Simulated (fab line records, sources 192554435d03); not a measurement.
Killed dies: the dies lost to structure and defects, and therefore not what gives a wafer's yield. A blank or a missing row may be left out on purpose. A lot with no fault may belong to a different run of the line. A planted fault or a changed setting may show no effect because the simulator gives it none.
fab line records    flow n5-finfet
[record] lots = 14  wafers = 38  last-day = 17
route steps=1938 shown BEOL_M5@1137
lots that met no fault: from a run of the same line without faults
start-h: the number of hours between the record's first day and the start of the first shown wafer of the lot    wait-h: hours from the lot's prior step to this one    " same as the row above    L1.1+2: several wafers, shown together as one row    - value missing, or start not given    * or withheld: withheld    < > ~ a bound
route shown NAME@n: NAME is a module with steps in the file, n the number in the route of the first one    usual: mean/standard deviation of fault-free wafers    same: alike in all rows    chamber/n: place in a boat    sites: readings site by site    _std_site: standard deviation of those values    _edge_site: the outer-site mean with the inner-site mean subtracted    radius-mm: how far each site lies from the wafer's centre    mask NAME#n: copy n    behind: tool/chamber where the wafer was last shaped    hold: cause of the lot's hold/its duration in hours/its outcome    device: the transistor (n, p or np) that didn't switch    end of line: tests of these same wafers at the route's end    step lacking rows: just its recipe    killed: not the wafer's yield, but the dies lost to structure and defects at the first sort    map: a wafer's dies, marking killed ones x, the rest . and places with no die _
set.NAME: setting as actually run; set.NAME@STEP: the setting as run at that earlier step    model.NAME: the simulator's own value behind a step, which no gauge read
the route's steps for a sample of lots (tables are steps, rows are wafers)
services: when a tool's chamber went out of use (start-h, in hours from the record's first day, below 0 if earlier), for how many hours, and the reason
[[steps]]
[step N5_BEOL_M5_STRIP_19]
[recipe] chemistry = O2  power-w = 400  temp-c = 40  pressure-mtorr = 30  rf-frequency-hz = 6e+07  bias-power-w = 0  overash-fraction = 0.2  o2-flow-sccm = 225
[usual] drypump-motor-current-A = 5.8/0.47  oes-product-au = 0.78/0.058  rf-vpp-V = 3.7/0.48  showerhead-plenum-p-Torr = 2.09/0.046  throttle-valve-pct = 16.66/0.23
[same] overash-fraction = 0.2
lot.wafer  tool         chamber  start-h  wait-h  drypump-motor-current-A  oes-product-au  rf-hours-counter-h  rf-vpp-V  showerhead-plenum-p-Torr  throttle-valve-pct
L917.2     rie-diel-03  2        168.77   0.1     5.7                      0.70            229                 3.9       2.17                      16.84
L917.3     "            3        "        "       6.6                      0.83            84                  3.7       2.13                      16.48
L917.4     "            1        "        "       4.8                      0.91            13                  3.5       2.15                      16.45
L919.3     rie-diel-02  2        172.93   0.4     6.4                      0.72            161                 3.6       2.13                      16.99
L919.4     "            0        "        "       5.4                      0.88            46                  4.6       2.08                      16.29
L919.6     "            1        "        "       5.7                      0.81            -                   3.9       2.03                      16.50
L918.1     rie-diel-05  2        175.64   0.2     5.9                      0.82            96                  3.7       2.13                      16.49
L918.5     "            2        "        "       5.9                      0.81            -                   4.3       2.13                      16.48
L922.2     rie-diel-05  2        199.56   0.2     5.9                      0.82            105                 2.7       2.13                      16.52
L922.4     "            1        "        "       5.6                      0.73            167                 4.0       2.17                      16.49
L922.6     "            0        "        "       5.8                      0.70            -                   4.6       2.05                      16.62
L923.4     rie-diel-05  2        215.15   0.1     5.9                      0.80            110                 3.1       2.12                      16.51
L923.5     "            3        "        "       6.4                      0.82            -                   4.0       2.05                      16.92
L923.6     "            0        "        "       5.9                      0.71            -                   3.8       2.04                      16.62
L924.1     rie-diel-02  2        217.27   0.1     6.5                      0.71            174                 3.6       2.12                      17.05
L924.2     "            3        "        "       5.4                      0.75            173                 3.3       2.09                      16.93
L924.5     "            0        "        "       5.4                      0.86            -                   3.2       2.07                      16.32
L926.1     rie-diel-02  2        219.48   0.1     6.4                      0.71            174                 3.2       2.12                      17.03
L926.3     "            1        "        "       5.7                      0.80            103                 3.6       2.02                      16.53
L926.5     "            3        "        "       5.4                      0.76            -                   3.6       2.09                      16.92
L925.1     rie-diel-02  2        224.53   0.1     6.4                      0.71            176                 3.8       2.12                      17.02
L925.3     "            3        "        "       5.4                      0.75            176                 3.2       2.09                      16.93
L925.5     "            1        "        "       5.7                      0.79            -                   3.4       2.02                      16.52
L927.3     rie-diel-02  0        231.96   0.1     5.4                      0.86            63                  4.2       2.07                      16.32
L927.4     "            3        "        "       5.4                      0.74            177                 3.6       2.09                      16.93
L927.5     "            2        "        "       6.4                      0.70            -                   3.2       2.12                      17.02
L928.1     rie-diel-05  0        233.65   0.1     5.8                      0.70            238                 3.6       2.04                      16.61
L928.4     "            3        "        "       6.4                      0.81            98                  3.7       2.05                      16.92
L928.5     "            1        "        "       5.7                      0.71            -                   3.9       2.16                      16.51
L929.5     rie-diel-05  1        250.69   0.2     5.7                      0.71            -                   3.5       2.16                      16.53
L929.6     "            0        "        "       5.8                      0.71            -                   4.8       2.04                      16.66
L938.1     rie-diel-05  3        293.87   0.1     6.4                      0.79            121                 4.1       2.04                      16.97
L938.4     "            1        "        "       5.6                      0.71            -                   3.9       2.15                      16.56
L938.5     "            2        "        "       5.9                      0.78            -                   3.3       2.11                      16.58
L937.3     rie-diel-05  0        296.38   0.1     5.8                      0.99            0                   2.9       2.04                      16.16
L940.1     rie-diel-02  3        309.81   0.1     5.4                      0.73            201                 4.0       2.08                      16.96
L940.2     "            2        "        "       6.4                      0.69            201                 3.3       2.11                      17.08
L940.6     "            0        "        "       5.4                      0.84            -                   3.2       2.06                      16.37
[step N5_BEOL_M5_STRIP_36]
[recipe] chemistry = N2/H2  power-w = 450  temp-c = 40  pressure-mtorr = 20  rf-frequency-hz = 6e+07  overash-fraction = 0.3  bias-power-w = 7  h2-frac = 0.5  n2-flow-sccm = 200  h2-flow-sccm = 200
[usual] drypump-motor-current-A = 5.7/0.62  oes-product-au = 0.79/0.066  rf-vpp-V = 59.2/1.5  showerhead-plenum-p-Torr = 2.53/0.056  throttle-valve-pct = 23.59/0.26
[same] overash-fraction = 0.3
lot.wafer  tool         chamber  start-h  wait-h  drypump-motor-current-A  oes-product-au  rf-hours-counter-h  rf-vpp-V  showerhead-plenum-p-Torr  throttle-valve-pct
L917.2     rie-diel-03  1        169.63   0.0     4.8                      0.91            13                  59.9      2.61                      23.37
L917.3     "            3        "        "       6.6                      0.83            84                  58.7      2.57                      23.59
L917.4     "            2        "        "       5.8                      0.70            229                 59.6      2.60                      23.52
L919.3     rie-diel-03  1        174.11   0.0     4.8                      0.91            14                  59.8      2.61                      23.34
L919.4     "            3        "        "       6.6                      0.82            85                  60.7      2.57                      23.57
L919.6     "            2        "        "       5.8                      0.70            -                   60.5      2.60                      23.52
L918.1     rie-diel-03  2        178.01   0.0     5.7                      0.70            231                 60.1      2.60                      23.53
L918.5     "            0        "        "       5.4                      0.83            -                   58.6      2.47                      23.77
L922.2     rie-diel-03  3        200.72   0.0     6.7                      0.81            96                  58.9      2.56                      23.63
L922.4     "            3        "        "       6.6                      0.82            -                   60.2      2.56                      23.63
L922.6     "            3        "        "       6.6                      0.80            -                   60.6      2.56                      23.61
L923.4     rie-diel-02  2        216.16   0.0     6.4                      0.72            174                 58.1      2.51                      23.52
L923.5     "            1        "        "       5.7                      0.80            -                   58.2      2.45                      23.76
L923.6     "            2        "        "       6.5                      0.71            -                   58.6      2.51                      23.50
L924.1     rie-diel-03  2        218.01   0.0     5.7                      0.69            237                 56.2      2.60                      23.51
L924.2     "            0        "        "       5.3                      0.81            90                  61.1      2.46                      23.77
L924.5     "            1        "        "       4.8                      0.88            -                   58.4      2.60                      23.36
L926.1     rie-diel-05  1        223.53   0.0     5.7                      0.72            175                 60.7      2.61                      23.26
L926.3     "            0        "        "       5.9                      0.71            234                 59.4      2.50                      23.76
L926.5     "            1        "        "       5.7                      0.71            -                   58.8      2.61                      23.28
L925.1     rie-diel-02  2        225.76   0.0     6.5                      0.71            177                 58.3      2.51                      23.51
L925.3     "            1        "        "       5.7                      0.79            105                 59.1      2.45                      23.77
L925.5     "            1        "        "       5.7                      0.79            -                   59.0      2.45                      23.75
L928.1     rie-diel-03  2        235.19   0.0     5.8                      0.68            241                 60.1      2.60                      23.53
L928.4     "            3        "        "       6.6                      0.80            104                 59.7      2.56                      23.63
L928.5     "            1        "        "       4.8                      0.88            -                   58.0      2.60                      23.37
L927.3     rie-diel-05  3        235.72   0.0     6.4                      0.82            99                  57.9      2.47                      24.17
L927.4     "            1        "        "       5.6                      0.73            180                 60.6      2.61                      23.29
L927.5     "            1        "        "       5.6                      0.72            -                   60.8      2.61                      23.24
L929.5     rie-diel-03  2        251.91   0.0     5.7                      0.69            -                   58.2      2.59                      23.55
L929.6     "            3        "        "       6.6                      0.78            -                   60.5      2.55                      23.62
L938.1     rie-diel-03  0        294.60   0.0     5.3                      0.79            115                 59.5      2.45                      23.80
L938.4     "            1        "        "       4.8                      0.85            53                  57.6      2.59                      23.39
L938.5     "            3        "        "       6.6                      0.76            -                   62.7      2.55                      23.66
L937.3     rie-diel-03  0        298.46   0.0     5.3                      0.80            116                 57.7      2.45                      23.80
L940.1     rie-diel-02  2        311.05   0.0     6.5                      0.68            201                 60.8      2.50                      23.57
L940.2     "            0        "        "       5.4                      0.83            86                  58.7      2.49                      23.44
L940.6     "            2        "        "       6.4                      0.68            -                   60.5      2.50                      23.58
[step N5_BEOL_M5_TRENCH_ETCH_37]
[recipe] chemistry = C4F6/O2  target-depth-a = 716.52  target = SiCOH_lowk  time-s = 24.7  ion-energy-ev = 250  pressure-mtorr = 30  source-w = 345  bias-w = 185  Ar_flow_sccm = 300  C4F6_flow_sccm = 10  O2_flow_sccm = 10
[usual] drypump-motor-current-A = 5.7/0.62  oes_ar_750_au = 0.80/0.066  oes-product-au = 0.80/0.071  rf-vpp-V = 671/14  showerhead-plenum-p-Torr = 2.83/0.056  throttle-valve-pct = 20.78/0.19
lot.wafer  tool         chamber  start-h  wait-h  drypump-motor-current-A  oes_ar_750_au  oes-product-au  rf-hours-counter-h  rf-vpp-V  showerhead-plenum-p-Torr  throttle-valve-pct
L917.2     rie-diel-03  1        169.67   -       4.8                      0.91           0.91            13                  688       2.91                      20.67
L917.3     "            3        "        "       6.6                      0.81           0.83            85                  657       2.85                      20.53
L917.4     "            2        "        "       5.7                      0.70           0.70            229                 659       2.92                      20.90
L919.3     rie-diel-03  1        174.15   -       4.7                      0.91           0.92            14                  685       2.91                      20.69
L919.4     "            3        "        "       6.6                      0.83           0.82            85                  657       2.85                      20.52
L919.6     "            2        "        "       5.7                      0.71           0.70            -                   661       2.92                      20.93
L918.1     rie-diel-03  2        178.05   -       5.7                      0.70           0.70            231                 660       2.92                      20.91
L918.5     "            0        "        "       5.3                      0.84           0.84            -                   684       2.77                      20.88
L922.2     rie-diel-03  3        200.78   -       6.6                      0.81           0.81            96                  658       2.84                      20.55
L922.4     "            3        "        "       6.6                      0.80           0.81            -                   658       2.84                      20.54
L922.6     "            3        "        "       6.6                      0.81           0.80            -                   657       2.84                      20.55
L923.4     rie-diel-02  2        216.20   -       6.4                      0.70           0.70            174                 668       2.83                      21.06
L923.5     "            1        "        "       5.7                      0.81           0.80            -                   669       2.76                      20.85
L923.6     "            2        "        "       6.4                      0.70           0.71            -                   667       2.83                      21.05
L924.1     rie-diel-03  2        218.05   -       5.7                      0.70           0.69            237                 659       2.91                      20.92
L924.2     "            0        "        "       5.3                      0.84           0.83            90                  686       2.77                      20.89
L924.5     "            1        "        "       4.8                      0.88           0.89            -                   685       2.90                      20.72
L926.1     rie-diel-05  1        223.57   -       5.7                      0.73           0.73            175                 650       2.92                      20.65
L926.3     "            0        "        "       5.8                      0.71           0.71            234                 680       2.81                      20.92
L926.5     "            1        "        "       5.7                      0.73           0.73            -                   649       2.92                      20.64
L925.1     rie-diel-02  2        225.80   -       6.4                      0.70           0.69            177                 668       2.83                      21.07
L925.3     "            1        "        "       5.7                      0.81           0.79            105                 670       2.76                      20.84
L925.5     "            1        "        "       5.7                      0.80           0.79            -                   669       2.76                      20.85
L928.1     rie-diel-03  2        235.23   -       5.7                      0.70           0.69            241                 659       2.91                      20.91
L928.4     "            3        "        "       6.6                      0.80           0.80            104                 657       2.84                      20.57
L928.5     "            1        "        "       4.8                      0.87           0.88            -                   685       2.90                      20.72
L927.3     rie-diel-05  3        235.76   -       6.4                      0.80           0.80            99                  667       2.79                      21.24
L927.4     "            1        "        "       5.7                      0.73           0.72            180                 649       2.92                      20.65
L927.5     "            1        "        "       5.7                      0.73           0.73            -                   649       2.92                      20.64
L929.5     rie-diel-03  2        251.95   -       5.7                      0.69           0.68            -                   659       2.91                      20.93
L929.6     "            3        "        "       6.6                      0.80           0.79            -                   657       2.83                      20.57
L938.1     rie-diel-03  0        294.64   -       5.3                      0.82           0.62            115                 684       2.76                      20.85
L938.4     "            1        "        "       4.8                      0.83           0.86            53                  685       2.89                      20.73
L938.5     "            3        "        "       6.6                      0.79           0.77            -                   657       2.83                      20.58
L937.3     rie-diel-03  0        298.50   -       5.3                      0.81           0.61            116                 684       2.76                      20.86
L940.1     rie-diel-02  2        311.09   -       6.5                      0.68           0.67            201                 668       2.82                      21.11
L940.2     "            0        "        "       5.4                      0.85           0.84            86                  689       2.78                      20.53
L940.6     "            2        "        "       6.5                      0.68           0.68            -                   669       2.82                      21.10
[step N5_BEOL_M5_STRIP_91]
[recipe] chemistry = N2/H2  time-s = 10  power-w = 450  temp-c = 40  pressure-mtorr = 20  rf-frequency-hz = 6e+07  bias-power-w = 7  n2-flow-sccm = 200  h2-flow-sccm = 200
[usual] drypump-motor-current-A = 5.7/0.62  oes-product-au = 0.79/0.067  rf-vpp-V = 59.2/0.9  showerhead-plenum-p-Torr = 2.53/0.056  throttle-valve-pct = 23.59/0.26
lot.wafer  tool         chamber  start-h  wait-h  drypump-motor-current-A  oes-product-au  rf-hours-counter-h  rf-vpp-V  showerhead-plenum-p-Torr  throttle-valve-pct
L917.2     rie-diel-03  1        -        -       4.8                      0.92            13                  58.8      2.61                      23.34
L917.3     "            3        "        "       6.7                      0.83            85                  61.3      2.57                      23.61
L917.4     "            2        "        "       5.7                      0.71            229                 59.0      2.60                      23.53
L919.3     rie-diel-03  1        -        -       4.8                      0.90            14                  59.7      2.61                      23.34
L919.4     "            3        "        "       6.6                      0.83            85                  61.0      2.57                      23.59
L919.6     "            2        "        "       5.8                      0.70            -                   58.8      2.60                      23.49
L918.1     rie-diel-03  2        -        -       5.7                      0.70            231                 59.0      2.60                      23.52
L918.5     "            0        "        "       5.3                      0.84            -                   58.4      2.47                      23.75
L922.2     rie-diel-03  3        -        -       6.6                      0.82            96                  59.0      2.56                      23.62
L922.4     "            3        "        "       6.6                      0.82            -                   59.1      2.56                      23.62
L922.6     "            3        "        "       6.6                      0.82            -                   58.9      2.56                      23.61
L923.4     rie-diel-02  2        -        -       6.4                      0.72            174                 59.9      2.51                      23.53
L923.5     "            1        "        "       5.7                      0.80            -                   59.1      2.45                      23.76
L923.6     "            2        "        "       6.4                      0.71            -                   58.6      2.51                      23.50
L924.1     rie-diel-03  2        -        -       5.7                      0.70            237                 61.3      2.60                      23.52
L924.2     "            0        "        "       5.3                      0.82            90                  59.1      2.46                      23.77
L924.5     "            1        "        "       4.8                      0.88            -                   58.7      2.60                      23.36
L926.1     rie-diel-05  1        -        -       5.7                      0.72            175                 59.7      2.61                      23.26
L926.3     "            0        "        "       5.9                      0.70            234                 58.8      2.50                      23.76
L926.5     "            1        "        "       5.7                      0.72            -                   59.8      2.61                      23.28
L925.1     rie-diel-02  2        -        -       6.5                      0.71            177                 59.4      2.51                      23.50
L925.3     "            1        "        "       5.7                      0.79            105                 58.0      2.45                      23.78
L925.5     "            1        "        "       5.7                      0.79            -                   58.0      2.45                      23.78
L928.1     rie-diel-03  2        -        -       5.8                      0.69            241                 60.2      2.60                      23.53
L928.4     "            3        "        "       6.7                      0.81            104                 59.6      2.56                      23.62
L928.5     "            1        "        "       4.8                      0.88            -                   60.3      2.60                      23.36
L927.3     rie-diel-05  3        -        -       6.4                      0.81            99                  59.6      2.47                      24.17
L927.4     "            1        "        "       5.7                      0.71            180                 58.8      2.61                      23.29
L927.5     "            1        "        "       5.7                      0.72            -                   58.6      2.61                      23.27
L929.5     rie-diel-03  2        -        -       5.8                      0.69            -                   58.9      2.59                      23.54
L929.6     "            3        "        "       6.7                      0.79            -                   58.8      2.56                      23.65
L938.1     rie-diel-03  0        -        -       5.3                      0.79            115                 58.9      2.45                      23.79
L938.4     "            1        "        "       4.8                      0.85            53                  58.8      2.59                      23.37
L938.5     "            3        "        "       6.7                      0.78            -                   58.3      2.55                      23.66
L937.3     rie-diel-03  0        -        -       5.3                      0.80            116                 59.9      2.45                      23.82
L940.1     rie-diel-02  2        -        -       6.5                      0.69            201                 59.3      2.50                      23.57
L940.2     "            0        "        "       5.4                      0.83            86                  58.9      2.49                      23.42
L940.6     "            2        "        "       6.5                      0.68            -                   60.3      2.50                      23.55
[step N5_BEOL_M5_OCD_MEAS_38]
[usual] trench-depth-nm = 72.2/1.4
lot.wafer  tool    chamber  start-h  wait-h  trench-depth-nm
L917.2     ocd-01  -        169.82   -       72.6
L917.3     "       -        "        "       73.5
L917.4     "       -        "        "       70.2
L919.3     ocd-02  -        174.30   -       73.1
L919.4     "       -        "        "       72.7
L919.6     "       -        "        "       70.7
L918.1     ocd-02  -        178.20   -       71.0
L918.5     "       -        "        "       72.4
L922.2     ocd-02  -        201.00   -       73.8
L922.4     "       -        "        "       73.4
L922.6     "       -        "        "       72.8
L923.4     ocd-01  -        216.36   -       70.0
L923.5     "       -        "        "       72.3
L923.6     "       -        "        "       70.6
L924.1     ocd-01  -        218.20   -       70.5
L924.2     "       -        "        "       72.1
L924.5     "       -        "        "       73.8
L926.1     ocd-01  -        223.72   -       70.9
L926.3     "       -        "        "       71.1
L926.5     "       -        "        "       71.7
L925.1     ocd-01  -        225.95   -       69.4
L925.3     "       -        "        "       71.5
L925.5     "       -        "        "       71.8
L928.1     ocd-02  -        235.39   -       70.4
L928.4     "       -        "        "       73.3
L928.5     "       -        "        "       73.6
L927.3     ocd-02  -        235.92   -       72.6
L927.4     "       -        "        "       71.1
L927.5     "       -        "        "       71.1
L929.5     ocd-02  -        252.09   -       71.1
L929.6     "       -        "        "       72.4
L938.1     ocd-01  -        294.80   -       45.2
L938.4     "       -        "        "       75.0
L938.5     "       -        "        "       71.2
L937.3     ocd-01  -        298.66   -       46.0
L940.1     ocd-02  -        311.24   -       69.1
L940.2     "       -        "        "       73.8
L940.6     "       -        "        "       69.1
[step N5_BEOL_M5_THK_MEAS_53]
[recipe] thk-meas-gauge = xrf  reads = Cu_of_BEOL_M5_ECD_50
[usual] M5_THK = 64.2/2.1
lot.wafer  tool           chamber  start-h  wait-h  M5_THK[nm]
L917.2     film-metro-01  -        176.91   -       62.5
L917.3     "              -        "        "       65.5
L917.4     "              -        "        "       62.6
L919.3     film-metro-02  -        180.74   -       65.0
L919.4     "              -        "        "       64.8
L919.6     "              -        "        "       62.2
L918.1     film-metro-02  -        185.70   -       65.6
L918.5     "              -        "        "       66.3
L922.2     film-metro-02  -        208.74   -       66.7
L922.4     "              -        "        "       66.5
L922.6     "              -        "        "       66.1
L923.4     film-metro-01  -        223.93   -       62.0
L923.5     "              -        "        "       64.4
L923.6     "              -        "        "       62.2
L924.1     film-metro-01  -        225.91   -       65.9
L924.2     "              -        "        "       64.9
L924.5     "              -        "        "       64.2
L926.1     film-metro-01  -        230.83   -       62.2
L926.3     "              -        "        "       64.1
L926.5     "              -        "        "       65.0
L925.1     film-metro-02  -        232.64   -       59.4
L925.3     "              -        "        "       61.1
L925.5     "              -        "        "       61.1
L928.1     film-metro-01  -        242.17   -       64.8
L928.4     "              -        "        "       66.2
L928.5     "              -        "        "       64.3
L927.3     film-metro-02  -        242.51   -       66.0
L927.4     "              -        "        "       64.3
L927.5     "              -        "        "       62.8
L929.5     film-metro-02  -        258.81   -       61.0
L929.6     "              -        "        "       62.6
L938.1     film-metro-01  -        301.47   -       35.0
L938.4     "              -        "        "       65.4
L938.5     "              -        "        "       62.2
L937.3     film-metro-02  -        305.37   -       40.3
L940.1     film-metro-01  -        318.73   -       62.7
L940.2     "              -        "        "       66.8
L940.6     "              -        "        "       61.8
[step N5_BEOL_M5_RS_MEAS_57]
[recipe] thk-meas-gauge = four-point-probe  reads = Co_of_BEOL_M5_CO_CAP_78+Cu_of_BEOL_M5_ECD_50+Co_of_BEOL_M5_CVD_47+TaN_of_BEOL_M5_ALD_86
[usual] M5_RS = 0.378/0.015
lot.wafer  tool           chamber  start-h  wait-h  M5_RS[ohm/sq]
L917.2     film-metro-02  -        177.17   0.1     0.395
L917.3     "              -        "        "       0.372
L917.4     "              -        "        "       0.393
L919.3     film-metro-02  -        181.00   0.1     0.370
L919.4     "              -        "        "       0.370
L919.6     "              -        "        "       0.390
L918.1     film-metro-02  -        185.99   0.1     0.366
L918.5     "              -        "        "       0.364
L922.2     film-metro-02  -        209.03   0.1     0.362
L922.4     "              -        "        "       0.361
L922.6     "              -        "        "       0.364
L923.4     film-metro-02  -        224.22   0.1     0.390
L923.5     "              -        "        "       0.374
L923.6     "              -        "        "       0.389
L924.1     film-metro-02  -        226.17   0.0     0.369
L924.2     "              -        "        "       0.373
L924.5     "              -        "        "       0.380
L926.1     film-metro-02  -        231.09   0.0     0.392
L926.3     "              -        "        "       0.380
L926.5     "              -        "        "       0.371
L925.1     film-metro-01  -        232.96   0.0     0.409
L925.3     "              -        "        "       0.395
L925.5     "              -        "        "       0.396
L928.1     film-metro-01  -        242.50   0.0     0.374
L928.4     "              -        "        "       0.365
L928.5     "              -        "        "       0.378
L927.3     film-metro-01  -        242.77   0.1     0.365
L927.4     "              -        "        "       0.376
L927.5     "              -        "        "       0.386
L929.5     film-metro-02  -        259.07   0.0     0.395
L929.6     "              -        "        "       0.385
L938.1     film-metro-02  -        301.73   0.0     0.828
L938.4     "              -        "        "       0.376
L938.5     "              -        "        "       0.401
L937.3     film-metro-01  -        305.63   0.1     0.667
L940.1     film-metro-01  -        319.02   0.1     0.389
L940.2     "              -        "        "       0.359
L940.6     "              -        "        "       0.396
[[services]]
tool         chamber  start-h  hours  kind
rie-diel-05  -        159.80   1.1    repair
rie-diel-03  2        189.48   14.7   repair
rie-diel-02  -        249.58   2.8    pm
rie-diel-03  2        261.75   -      clean
rie-diel-03  2        261.75   -      consumable-replace:focus-ring
rie-diel-03  2        261.75   24.2   scheduled-down
rie-diel-03  2        261.75   24.2   vent-cycle
rie-diel-05  0        269.66   -      clean
rie-diel-05  0        269.66   -      consumable-replace:focus-ring
rie-diel-05  0        269.66   24.8   scheduled-down
rie-diel-05  0        269.66   24.8   vent-cycle
[[key]]
[first-sign] step = N5_BEOL_M5_TRENCH_ETCH_37  reading = oes-product-au  direction = down  sigmas = 2.6  usual = 0.80  struck = 0.61
[effect] step = N5_BEOL_M5_OCD_MEAS_38  reading = trench-depth-nm  direction = down  sigmas = 19  usual = 72.2  struck = 45.6
[effect] step = N5_BEOL_M5_THK_MEAS_53  reading = M5_THK  direction = down  sigmas = 12  usual = 64.2  struck = 37.6
[effect] step = N5_BEOL_M5_RS_MEAS_57  reading = M5_RS  direction = up  sigmas = 24  usual = 0.378  struck = 0.747
met-at N5_BEOL_M5_TRENCH_ETCH_37
struck-lots L937,L938
struck-wafers L937.3,L938.1
sort-left-out L937.3,L938.1
not-acting-at N5_BEOL_M5_STRIP_19,N5_BEOL_M5_STRIP_36,N5_BEOL_M5_STRIP_91
onset-between 218.05 294.64
[earlier-fault] kind = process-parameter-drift  tool = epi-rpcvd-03  chamber = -  onset-h = 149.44  steps = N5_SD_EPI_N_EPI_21  channel = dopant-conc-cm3  offset = 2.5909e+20  shape = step  end-h = 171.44  acts-in = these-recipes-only  stated = 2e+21
[fault] kind = process-parameter-drift  tool = rie-diel-03  chamber = 0  onset-h = 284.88  steps = N5_BEOL_M5_TRENCH_ETCH_37  channel = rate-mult  offset = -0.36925  shape = step  end-h = 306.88
// sort-left-out: the simulated sort isn't trusted on such a fault, so these wafers' sort isn't shown, and their yield isn't known
